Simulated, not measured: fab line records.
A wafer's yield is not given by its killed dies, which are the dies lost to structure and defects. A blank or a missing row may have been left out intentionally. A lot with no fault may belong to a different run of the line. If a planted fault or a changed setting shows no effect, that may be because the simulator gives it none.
The tool behind it: which one? ; flow nand_harc ; 42 wafers from 14 lots sampled at 4 of the route's 1302 steps

== WHAT THE GAUGES SHOWED, per wafer ==
Not one reading of a measure or inspect step in the record can be checked against a usual standard deviation.

== EACH LOT AND THE TOOL THAT RAN IT (in order: tool; ch and the chambers of the sampled wafers; start) ==
lot;NHARC_THIN_TSV_PRE_CLEAN_50;NHARC_THIN_TSV_PVD_19;NHARC_THIN_TSV_PVD_51;NHARC_THIN_TSV_ANNEAL_52
L851;pvd_sputter-03, day 24 04:49 or earlier;pvd_sputter-03, day 24 04:49;pvd_sputter-03, day 24 05:52 or earlier;rtp_anneal-01 ch 0, day 24 05:52
L852;pvd_sputter-01, day 25 03:58 or earlier;pvd_sputter-01, day 25 03:58;pvd_sputter-01, day 25 05:00 or earlier;rtp_anneal-02 ch 0, day 25 05:00
L853;pvd_sputter-01, day 26 07:11 or earlier;pvd_sputter-01, day 26 07:11;pvd_sputter-01, day 26 08:11 or earlier;rtp_anneal-02 ch 0, day 26 08:11
L855;pvd_sputter-02, day 26 12:02 or earlier;pvd_sputter-02, day 26 12:02;pvd_sputter-02, day 26 13:01 or earlier;rtp_anneal-01 ch 0, day 26 13:01
L857;pvd_sputter-01, day 26 13:21 or earlier;pvd_sputter-01, day 26 13:21;pvd_sputter-01, day 26 14:26 or earlier;rtp_anneal-01 ch 0, day 26 14:26
L862;pvd_sputter-03, day 29 01:04 or earlier;pvd_sputter-03, day 29 01:04;pvd_sputter-03, day 29 02:11 or earlier;rtp_anneal-02 ch 0, day 29 02:11
L861;pvd_sputter-03, day 29 01:16 or earlier;pvd_sputter-03, day 29 01:16;pvd_sputter-03, day 29 02:26 or earlier;rtp_anneal-01 ch 0, day 29 02:26
L867;pvd_sputter-03, day 30 05:32 or earlier;pvd_sputter-03, day 30 05:32;pvd_sputter-03, day 30 06:40 or earlier;rtp_anneal-01 ch 0, day 30 06:40
L869;pvd_sputter-02, day 31 17:49 or earlier;pvd_sputter-02, day 31 17:49;pvd_sputter-02, day 31 18:52 or earlier;rtp_anneal-01 ch 0, day 31 18:52
L868;pvd_sputter-03, day 32 06:16 or earlier;pvd_sputter-03, day 32 06:16;pvd_sputter-03, day 32 07:20 or earlier;rtp_anneal-01 ch 0, day 32 07:20
L870;pvd_sputter-03, day 32 15:12 or earlier;pvd_sputter-03, day 32 15:12;pvd_sputter-03, day 32 16:14 or earlier;rtp_anneal-02 ch 0, day 32 16:14
L872;pvd_sputter-03, day 32 22:23 or earlier;pvd_sputter-03, day 32 22:23;pvd_sputter-03, day 32 23:28 or earlier;rtp_anneal-01 ch 0, day 32 23:28
L873;pvd_sputter-02, day 32 22:31 or earlier;pvd_sputter-02, day 32 22:31;pvd_sputter-02, day 32 23:35 or earlier;rtp_anneal-02 ch 0, day 32 23:35
L871;pvd_sputter-03, day 33 00:04 or earlier;pvd_sputter-03, day 33 00:04;pvd_sputter-03, day 33 01:06 or earlier;rtp_anneal-01 ch 0, day 33 01:06
- NHARC_THIN_TSV_PRE_CLEAN_50: time 30 s.
- NHARC_THIN_TSV_PVD_19: deposits TaN, target thk 20 nm.
- NHARC_THIN_TSV_PVD_51: deposits Cu, target thk 100 nm.
- NHARC_THIN_TSV_ANNEAL_52: time 90 s.

== WHAT THE TOOLS THEMSELVES READ (means of the sampled wafers that have a number; where no wafer has one, the mark that the record gives instead) ==
NHARC_THIN_TSV_PRE_CLEAN_50. Usual: heater_power_w at 388 W, with a standard deviation of 37.
lot;tool;heater_power_w (W);flag
L851;pvd_sputter-03;391;
L852;pvd_sputter-01;372;
L853;pvd_sputter-01;376;
L855;pvd_sputter-02;400;
L857;pvd_sputter-01;371;
L862;pvd_sputter-03;345;
L861;pvd_sputter-03;397;
L867;pvd_sputter-03;360;
L869;pvd_sputter-02;399;
L868;pvd_sputter-03;362;
L870;pvd_sputter-03;404;
L872;pvd_sputter-03;393;
L873;pvd_sputter-02;414;
L871;pvd_sputter-03;369;

NHARC_THIN_TSV_PVD_19. Usual: chamber_pressure_pa 5.000 Pa, standard deviation 0.01; throttle_valve_pct 29.4 %, standard deviation 0.84.
lot;tool;chamber_pressure_pa (Pa);throttle_valve_pct (%);flag
L851;pvd_sputter-03;5.003;29.3;
L852;pvd_sputter-01;4.993;28.5;
L853;pvd_sputter-01;5.001;29.1;
L855;pvd_sputter-02;5.003;30.0;
L857;pvd_sputter-01;5.006;28.6;
L862;pvd_sputter-03;-;-;OFF
L861;pvd_sputter-03;-;-;OFF
L867;pvd_sputter-03;5.003;29.5;
L869;pvd_sputter-02;4.992;31.4;
L868;pvd_sputter-03;4.998;29.6;
L870;pvd_sputter-03;5.006;28.9;
L872;pvd_sputter-03;5.001;29.9;
L873;pvd_sputter-02;4.998;30.7;
L871;pvd_sputter-03;4.998;29.3;

NHARC_THIN_TSV_PVD_51. Usual: chamber_pressure_pa 4.998 Pa, standard deviation 0.011; throttle_valve_pct 29.4 %, standard deviation 0.85.
lot;tool;chamber_pressure_pa (Pa);throttle_valve_pct (%);flag
L851;pvd_sputter-03;4.996;29.3;
L852;pvd_sputter-01;5.002;28.4;
L853;pvd_sputter-01;5.010;28.3;
L855;pvd_sputter-02;4.991;29.9;
L857;pvd_sputter-01;5.000;28.3;
L862;pvd_sputter-03;5.001;29.2;
L861;pvd_sputter-03;4.987;29.4;
L867;pvd_sputter-03;5.001;29.6;
L869;pvd_sputter-02;4.996;30.7;
L868;pvd_sputter-03;4.997;29.3;
L870;pvd_sputter-03;4.998;29.7;
L872;pvd_sputter-03;5.000;29.7;
L873;pvd_sputter-02;4.994;29.9;
L871;pvd_sputter-03;4.998;29.7;

NHARC_THIN_TSV_ANNEAL_52. Usual: wafer_temp_C_max at 226.15, with a standard deviation of 0.29.
lot;tool;wafer_temp_C_max;flag
L851;rtp_anneal-01;225.81;
L852;rtp_anneal-02;226.28;
L853;rtp_anneal-02;226.49;
L855;rtp_anneal-01;226.02;
L857;rtp_anneal-01;226.25;
L862;rtp_anneal-02;226.31;
L861;rtp_anneal-01;226.04;
L867;rtp_anneal-01;226.19;
L869;rtp_anneal-01;225.84;
L868;rtp_anneal-01;225.84;
L870;rtp_anneal-02;226.38;
L872;rtp_anneal-01;226.20;
L873;rtp_anneal-02;226.24;
L871;rtp_anneal-01;226.33;

== THE ANSWER, worked out from the rows above alone ==
Rule: take the mean of a lot's wafers that have a number; if it is more than 3 standard deviations from the usual mean, the lot is off. Also off: a lot with no number at a reading for which 4 or more lots have one. Where the step has rows for the other lots, those lots are counted as sound. The gauges are gone through in route order, then the tools' own readings, and for those a lot's mean is taken as printed above. The first step at which some lot is off is used, and at that step the reading that is off furthest; a lot without a number counts as furthest.
Off: L862, L861, at NHARC_THIN_TSV_PVD_19 (chamber_pressure_pa). Without a number there: L862, L861.
A tool fits if, at that step or a process step before it, it ran every lot that is off, and no sound lot after the first of them. NHARC_THIN_TSV_PRE_CLEAN_50: start missing for some lots; hours and lot order therefore follow NHARC_THIN_TSV_PVD_19. None of those tried fits.

== WHAT THE SIMULATOR HAD INSERTED ==
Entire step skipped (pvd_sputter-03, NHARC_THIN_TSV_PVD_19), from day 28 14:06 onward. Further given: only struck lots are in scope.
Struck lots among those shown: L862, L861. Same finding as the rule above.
